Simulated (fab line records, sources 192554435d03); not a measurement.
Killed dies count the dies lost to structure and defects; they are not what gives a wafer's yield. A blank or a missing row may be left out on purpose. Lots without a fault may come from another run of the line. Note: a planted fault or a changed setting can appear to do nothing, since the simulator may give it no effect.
Chamber matching    flow n5Finfet    rieDiel-05 running N5_HKMG_FIN_STRIP_34: 4 sister chambers
The step strips in CF4. 4 wafers are shown with their chamber, then 10 later ones without.

WAFERS WITH THEIR CHAMBER
wafer   chamber  drypumpMotorCurrentA (A)
L085.3  1        6.4
L085.6  3        4.9
L088.1  0        5.9
L088.3  2        5.2

WAFERS WITH NO CHAMBER GIVEN
wafer   drypumpMotorCurrentA (A)
L088.6  5.9
L090.2  5.9
L090.5  6.4
L090.6  6.0
L093.3  4.9
L093.5  5.2
L093.6  6.4
L094.1  5.9
L094.3  6.4
L094.5  5.2

CHAMBER TAKEN BY EACH
wafer   from the rows above  in truth
L088.6  0                    0
L090.2  0                    0
L090.5  1                    1
L090.6  0                    0
L093.3  3                    3
L093.5  2                    2
L093.6  1                    1
L094.1  0                    0
L094.3  1                    1
L094.5  2                    2
Correct placement for 10 of the 10. Can't be placed from these rows: 0. 0 placed wrongly.
How it was worked out, from the rows above alone: a wafer's distance from a chamber is the root of the sum, over the readings, of the square of ((its reading less the chamber's mean) divided by the reading's scatter). The wafer belongs to the nearest chamber; if the next one is less than 2 further off, it can't be placed. The mean given for a chamber averages the wafers shown for that chamber. The scatter: with one shown wafer a chamber, the root of the mean of the squares of how far each hidden wafer lies from its nearest shown one.
